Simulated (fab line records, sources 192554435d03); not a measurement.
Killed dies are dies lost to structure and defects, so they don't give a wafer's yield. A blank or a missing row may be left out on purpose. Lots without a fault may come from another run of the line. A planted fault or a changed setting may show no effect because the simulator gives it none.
Chamber matching | flow n5_finfet | N5_BEOL_M4_ALD_98 on ald_sin-02: 4 sister chambers
The step deposits SiO2, target thk 2.5 nm, pulse time 1 s, co reactant pulse time 1 s. 14 wafers are shown with their chamber, then 7 later ones without.

WAFERS WITH THEIR CHAMBER
wafer  | chamber | heater_power_outer_w (W) | heater_power_w (W) | precursor_pulse_height_rel
L076.2 | 1       | 42                       | 74                 | 1.021
L076.3 | 3       | 40                       | 77                 | 0.990
L076.6 | 1       | 42                       | 75                 | 1.018
L077.3 | 2       | 40                       | 79                 | 1.006
L077.5 | 1       | 42                       | 75                 | 1.015
L077.6 | 0       | 41                       | 75                 | 1.009
L079.1 | 0       | 41                       | 77                 | 1.021
L079.2 | 1       | 43                       | 75                 | 1.014
L079.6 | 2       | 40                       | 78                 | 1.022
L086.2 | 0       | 39                       | 77                 | 1.005
L086.3 | 1       | 43                       | 75                 | 0.995
L086.6 | 0       | 41                       | 75                 | 1.002
L088.1 | 3       | 40                       | 77                 | 1.008
L088.5 | 1       | 43                       | 73                 | 0.996

SIGNATURES (means of the wafers above)
reading                    | chamber 0 | chamber 1 | chamber 2 | chamber 3 | scatter within a chamber
heater_power_outer_w       | 40.50     | 42.50     | 40.00     | 40.00     | 0.671
heater_power_w             | 76.00     | 74.50     | 78.50     | 77.00     | 0.894
precursor_pulse_height_rel | 1.00925   | 1.00983   | 1.01400   | 0.99900   | 0.0107
Rule: a wafer's distance from a chamber is the root of the sum, over the readings, of the square of ((its reading less the chamber's mean) divided by the reading's scatter). The wafer belongs to the nearest chamber; if the next one is less than 2 further off, it can't be placed. The scatter: the root of (the sum of the squares of (reading less its chamber's mean) over the shown wafers, divided by (wafers less chambers)).

WAFERS WITHOUT THEIR CHAMBER
wafer  | heater_power_outer_w (W) | heater_power_w (W) | precursor_pulse_height_rel
L088.6 | 41                       | 79                 | 0.988
L091.2 | 40                       | 76                 | 1.034
L091.5 | 40                       | 77                 | 1.018
L091.6 | 40                       | 76                 | 0.987
L097.2 | 39                       | 78                 | 1.043
L097.4 | 45                       | 80                 | 0.965
L097.6 | 37                       | 75                 | 1.025

WHICH CHAMBER EACH WENT THROUGH
wafer  | from the rows above               | in truth
L088.6 | can't be placed: 3 or 2 or 0      | 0
L091.2 | can't be placed: 0 or 2 or 3      | 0
L091.5 | can't be placed: 0 or 2 or 3      | 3
L091.6 | can't be placed: 3 or 0           | 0
L097.2 | can't be placed: 2 or 0 or 3      | 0
L097.4 | can't be placed: 1 or 3 or 2 or 0 | 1
L097.6 | can't be placed: 0 or 3 or 2      | 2
Placed correctly: 0 of 7. Can't be placed from these rows: 7 (the true chamber is among the candidates in 7). Placed wrongly: 0.
